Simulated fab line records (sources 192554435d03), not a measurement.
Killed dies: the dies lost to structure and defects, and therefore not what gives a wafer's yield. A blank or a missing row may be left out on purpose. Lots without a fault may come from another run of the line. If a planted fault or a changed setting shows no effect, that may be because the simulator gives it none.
Problem report in the 8D (eight disciplines) form, filled by code + flow n5Finfet + the parts of the form that need people (team, actions taken, sign-off) are left out

1. PROBLEM STATEMENT
At N5_BEOL_M12_CMP_49, barrierFieldEndpointS averages 25.6 s over 2 wafers from 2 lots, while fault-free wafers read 30.3 s, standard deviation 0.6. That is -7.8 standard deviations from the usual mean.
The step: polishes, stops on SiOC, t overpolish 20.6 s, target thk 320 nm.
Earliest sighting: wafer L550.4 on cmp-03 at day 17 06:59. Wafers with a number at this step in the record: 18, from 6 lots. Rule for "out", or "out of limits": more than 4 standard deviations from the usual mean. The other wafers with a number count as sound.

2. WHAT IT IS AND WHAT IT IS NOT
| question                    | is                    | is not                                                                    |
|-----------------------------|-----------------------|---------------------------------------------------------------------------|
| which readings at this step | barrierFieldEndpointS | motorCurrentA, platenRpm                                                  |
| which lots                  | L550, L551            | L531, L541, L542, L552                                                    |
| which wafers of those lots  | L550.4, L551.2        | L550.1, L550.3, L551.5, L551.6                                            |
| read on which tools         | cmp-02, cmp-03        | cmp-04                                                                    |
| when                        | from day 17 06:59     | up to then (11 sound wafers); but 5 sound wafers of L551, L552 came after |

3. THE SUSPECTS, EACH WITH WHAT RULES IT OUT
Counting: a tool at a process step up to the reading stays a suspect if it ran every lot that is out. Sound lots after the first of them don't rule it out here, since some wafers of a struck lot are sound.
- pvdSputter-02 at N5_BEOL_M12_DEGAS_41 (time 60 s): kept. It processed each lot that is out (first: L550, day 17 06:04); up to then, its last sound lot is L542 (day 15 10:43).
- pvdSputter-02 at N5_BEOL_M12_SPUTTER_43 (material TaN, target thk 15 nm, time 24.19 s): kept. It processed each lot that is out (first: L550, day 17 06:08); up to then, its last sound lot is L542 (day 15 10:47).
- pvdSputter-02 at N5_BEOL_M12_SPUTTER_44 (material Ta, target thk 10 nm, time 16.13 s): kept. It processed each lot that is out (first: L550, day 17 06:13); up to then, its last sound lot is L542 (day 15 10:52).
- pvdSputter-02 at N5_BEOL_M12_SPUTTER_45 (material Cu, target thk 80 nm, time 13.33 s): kept. It processed each lot that is out (first: L550, day 17 06:18); up to then, its last sound lot is L542 (day 15 10:57).
Left after counting: pvdSputter-02 at N5_BEOL_M12_DEGAS_41, pvdSputter-02 at N5_BEOL_M12_SPUTTER_43, pvdSputter-02 at N5_BEOL_M12_SPUTTER_44, pvdSputter-02 at N5_BEOL_M12_SPUTTER_45.

4. THE CAUSE (what the simulator had put in)
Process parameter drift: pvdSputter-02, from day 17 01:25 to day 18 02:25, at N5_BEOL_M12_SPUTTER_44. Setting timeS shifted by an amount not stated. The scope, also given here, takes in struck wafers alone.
This tool is one of the 4 suspects left after counting.

5. SEQUENCE OF EFFECTS, ordered by route
Each row: a reading where the mean over the struck wafers with a number is more than 3 standard deviations away from the usual. Only readings for which the record gives a usual standard deviation are gone through. hours: the time from each lot's start at the first step in this table that gives one to its start at this step, as a median over the lots. sigmas: the change in usual standard deviations.
| hours | step               | reading               | usual  | on struck wafers | change | sigmas |
|-------|--------------------|-----------------------|--------|------------------|--------|--------|
| 0     | N5_BEOL_M12_CMP_49 | barrierFieldEndpointS | 30.3 s | 25.6             | -4.7   | -7.8   |
Here are the process steps it includes:
- N5_BEOL_M12_CMP_49: polishes, stops on SiOC, t overpolish 20.6 s, target thk 320 nm.
Readings that are blank on the struck wafers while sound wafers have them: susceptorTempC at N5_BEOL_M12_SPUTTER_44.
Later measuring or inspecting steps at which every struck wafer that the step has a row for has a number for every such reading, and none has moved that far: N5_BEOL_M12_THK_MEAS_50.

6. HOW IT WOULD HAVE BEEN CAUGHT EARLIER
First out-of-limits reading in this record: day 17 06:59, which is 6 hours after fault onset at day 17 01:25.
Of the lots that are out (2), L551 began N5_BEOL_M12_SPUTTER_44 on pvdSputter-02 after day 17 06:59. It would have been spared by a hold on the tool at that moment.
